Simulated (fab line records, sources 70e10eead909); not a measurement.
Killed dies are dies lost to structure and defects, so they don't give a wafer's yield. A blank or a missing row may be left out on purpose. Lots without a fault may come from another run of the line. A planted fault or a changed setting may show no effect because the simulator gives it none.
Which tool did it? | flow nand_harc | 12 lots, 36 wafers sampled, at 6 steps of a route of 1159

WHAT THE GAUGES READ, wafer by wafer
NHARC_A_CONTACT_INSPECT_44. Usual: raw_defect_count 28, standard deviation 15.
lot  | measured     | on                | raw_defect_count | flag
L314 | day 19 13:15 | defect_inspect-02 | 6 7 9            |
L312 | day 19 18:57 | defect_inspect-01 | 4 5 15           |
L310 | day 19 19:06 | defect_inspect-02 | 20 19 34         |
L316 | day 20 10:07 | defect_inspect-02 | 27 25 21         |
L315 | day 20 15:44 | defect_inspect-02 | 9 12 14          |
L317 | day 20 16:15 | defect_inspect-02 | 35 33 43         |
L320 | day 20 20:39 | defect_inspect-01 | 26 37 31         |
L325 | day 22 08:31 | defect_inspect-01 | 36 42 21         |
L331 | day 22 20:11 | defect_inspect-02 | 770 791 766      | OFF
L326 | day 23 00:54 | defect_inspect-01 | 26 25 35         |
L322 | day 23 09:50 | defect_inspect-02 | 804 781 718      | OFF
L333 | day 23 19:52 | defect_inspect-02 | 15 11 16         |

NHARC_END_SORT_01. Usual: killed_at_array 29, standard deviation 11; killed_at_other 0.5, standard deviation 0.85; killed_at_periphery 3.0, standard deviation 2.3; killed_dies 33, standard deviation 12; killed_open 3.3, standard deviation 1.9; killed_short 2.0, standard deviation 1.5.
lot  | measured     | on        | killed_at_array | killed_at_other | killed_at_periphery | killed_dies | killed_open | killed_short | flag
L317 | day 26 04:05 | prober-01 | 36              | 0               | 1                   | 37          | 3           | 2            |
L331 | day 27 19:00 | prober-01 | 135 141 128     | 0 1 0           | 3 6 4               | 138 148 132 | 1 2 2       | 1 0 1        | OFF
L322 | day 28 06:14 | prober-02 | 123 136 145     | 0 0 0           | 4 3 1               | 127 139 146 | 6 10 1      | 3 0 1        | OFF

WHICH TOOL RAN EACH LOT (tool, then ch and the chambers of the sampled wafers, then the start)
lot  | NHARC_A_CONTACT_DEP_24          | NHARC_A_CONTACT_DEP_28        | NHARC_A_CONTACT_DESCUM_47          | NHARC_A_CONTACT_ETCH_112
L314 | pecvd-03 ch 0,1,2, day 19 09:40 | acl_dep-03 ch 0, day 19 10:12 | rie_diel-06 ch 0,2,3, day 19 13:19 | har_cap_etch-01 ch 0,1, day 19 14:47
L312 | pecvd-03 ch 0,1,2, day 19 15:18 | acl_dep-03 ch 0, day 19 15:54 | rie_diel-04 ch 0,1,2, day 19 19:02 | har_cap_etch-03 ch 0,1, day 19 20:28
L310 | pecvd-02 ch 0,1, day 19 15:31   | acl_dep-02 ch 0, day 19 15:59 | rie_diel-05 ch 0,1, day 19 19:11   | har_cap_etch-02 ch 0,1, day 19 20:57
L316 | pecvd-03 ch 0,1,2, day 20 01:23 | acl_dep-02 ch 0, day 20 08:01 | rie_diel-05 ch 0,1,3, day 20 10:20 | har_cap_etch-01 ch 0,1, day 20 12:24
L315 | pecvd-04 ch 0,1,2, day 20 08:40 | acl_dep-02 ch 0, day 20 13:47 | rie_diel-06 ch 1,2,3, day 20 15:50 | har_cap_etch-01 ch 0,1, day 20 17:48
L317 | pecvd-04 ch 0,1,2, day 20 08:55 | acl_dep-01 ch 0, day 20 13:32 | rie_diel-06 ch 1,2,3, day 20 16:25 | har_cap_etch-02 ch 0,1, day 20 18:09
L320 | pecvd-02 ch 0,1,2, day 20 14:47 | acl_dep-03 ch 0, day 20 18:03 | rie_diel-06 ch 1,3, day 20 20:43   | har_cap_etch-03 ch 1, day 20 22:13
L325 | pecvd-04 ch 1,2, day 22 04:59   | acl_dep-02 ch 0, day 22 05:55 | rie_diel-06 ch 0,2,3, day 22 08:34 | har_cap_etch-01 ch 1, day 22 10:04
L331 | pecvd-04 ch 1,2, day 22 16:01   | acl_dep-03 ch 0, day 22 17:29 | rie_diel-06 ch 1,2,3, day 22 20:16 | har_cap_etch-03 ch 0,1, day 22 21:55
L326 | pecvd-04 ch 1,2, day 22 20:23   | acl_dep-01 ch 0, day 22 21:44 | rie_diel-06 ch 0,1,3, day 23 00:58 | har_cap_etch-02 ch 0,1, day 23 02:28
L322 | pecvd-04 ch 0,2, day 23 04:48   | acl_dep-03 ch 0, day 23 06:49 | rie_diel-04 ch 0,1,3, day 23 09:55 | har_cap_etch-03 ch 0,1, day 23 11:22
L333 | pecvd-04 ch 0,1,2, day 23 13:33 | acl_dep-02 ch 0, day 23 16:48 | rie_diel-05 ch 2,3, day 23 19:56   | har_cap_etch-02 ch 0,1, day 23 22:00
- NHARC_A_CONTACT_DEP_24: deposits SiO2, target thk 500 nm.
- NHARC_A_CONTACT_DEP_28: deposits aC, target thk 3600 nm.
- NHARC_A_CONTACT_DESCUM_47: chemistry O2, time 3 s.
- NHARC_A_CONTACT_ETCH_112: etches the open film in C4F8/O2/Ar, time 94 s, target depth 922 nm.

WHAT THE TOOLS THEMSELVES READ (means of the sampled wafers that have a number; where no wafer has one, the mark that the record gives instead)
NHARC_A_CONTACT_DEP_24. Usual: heater_power_w 529 W, standard deviation 89; throttle_valve_pct 15.7 %, standard deviation 0.49.
lot  | tool     | heater_power_w (W) | throttle_valve_pct (%) | flag
L314 | pecvd-03 | 580                | 15.3                   |
L312 | pecvd-03 | 590                | 15.2                   |
L310 | pecvd-02 | 515                | 15.7                   |
L316 | pecvd-03 | 640                | 15.4                   |
L315 | pecvd-04 | 455                | 16.0                   |
L317 | pecvd-04 | 493                | 16.0                   |
L320 | pecvd-02 | 589                | 15.6                   |
L325 | pecvd-04 | 502                | 16.1                   |
L331 | pecvd-04 | 525                | 16.3                   |
L326 | pecvd-04 | 497                | 16.5                   |
L322 | pecvd-04 | 439                | 16.2                   |
L333 | pecvd-04 | 463                | 16.1                   |

NHARC_A_CONTACT_DEP_28. Usual: throttle_valve_pct 35.000 %, standard deviation 0.0084.
lot  | tool       | throttle_valve_pct (%) | flag
L314 | acl_dep-03 | 35.007                 |
L312 | acl_dep-03 | 34.997                 |
L310 | acl_dep-02 | 35.002                 |
L316 | acl_dep-02 | 35.007                 |
L315 | acl_dep-02 | 34.996                 |
L317 | acl_dep-01 | 34.994                 |
L320 | acl_dep-03 | 35.001                 |
L325 | acl_dep-02 | 35.009                 |
L331 | acl_dep-03 | 35.006                 |
L326 | acl_dep-01 | 35.009                 |
L322 | acl_dep-03 | 35.009                 |
L333 | acl_dep-02 | 35.005                 |

NHARC_A_CONTACT_DESCUM_47. Usual: drypump_motor_current_A 5.8 A, standard deviation 0.61; oes_product_au 0.997 a.u., standard deviation 0.008; rf_vpp_V 57.7 V, standard deviation 0.92; showerhead_plenum_p_Torr 1.93 Torr, standard deviation 0.084; throttle_valve_pct 11.311 %, standard deviation 0.0084.
lot  | tool        | drypump_motor_current_A (A) | oes_product_au (a.u.) | rf_vpp_V (V) | showerhead_plenum_p_Torr (Torr) | throttle_valve_pct (%) | flag
L314 | rie_diel-06 | 6.0                         | 0.990                 | 57.8         | 1.92                            | 11.315                 |
L312 | rie_diel-04 | 6.1                         | 1.003                 | 58.1         | 1.89                            | 11.309                 |
L310 | rie_diel-05 | 5.8                         | 0.999                 | 57.5         | 1.88                            | 11.319                 |
L316 | rie_diel-05 | 5.6                         | 0.995                 | 57.5         | 1.86                            | 11.311                 |
L315 | rie_diel-06 | 5.4                         | 0.999                 | 58.6         | 1.95                            | 11.312                 |
L317 | rie_diel-06 | 5.4                         | 1.002                 | 56.8         | 1.95                            | 11.309                 |
L320 | rie_diel-06 | 5.6                         | 0.998                 | 58.2         | 2.01                            | 11.309                 |
L325 | rie_diel-06 | 6.0                         | 0.999                 | 57.3         | 1.91                            | 11.317                 |
L331 | rie_diel-06 | 5.4                         | 0.996                 | 57.8         | 1.94                            | 11.312                 |
L326 | rie_diel-06 | 5.9                         | 0.994                 | 57.0         | 1.99                            | 11.301                 |
L322 | rie_diel-04 | 5.6                         | 1.000                 | 58.1         | 1.92                            | 11.316                 |
L333 | rie_diel-05 | 6.1                         | 0.992                 | 57.4         | 1.91                            | 11.309                 |

THE ANSWER, worked out from the rows above alone
Rule: a lot is off if the mean of its wafers that have a number lies more than 3 standard deviations from the usual mean. A lot without any number at a reading at which 4 lots or more have one is off too. The other lots that the step has rows for count as sound. The gauges are gone through in route order, then the tools' own readings, and for those a lot's mean is taken as printed above. The first step at which some lot is off is used, and at that step the reading that is off furthest; a lot without a number counts as furthest.
Off: L331, L322, at NHARC_A_CONTACT_INSPECT_44 (raw_defect_count).
A tool fits if, at a process step before that reading, it ran every lot that is off, and no sound lot after the first of them. The gauges at NHARC_A_CONTACT_INSPECT_44 aren't tried: what is off there is off at NHARC_END_SORT_01 too, on other tools, and a gauge's error can't cause that. One fits: acl_dep-03 at NHARC_A_CONTACT_DEP_28. Its last sound lot is L320 (day 20 18:03), its first lot that is off L331 (day 22 17:29): a fault that began between those two fits.

WHAT THE SIMULATOR HAD PUT IN
Chamber particle source: acl_dep-03, from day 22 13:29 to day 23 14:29, at NHARC_A_CONTACT_DEP_28. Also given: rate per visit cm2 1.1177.
Lots struck among those shown: L331, L322. The rule above found the same.
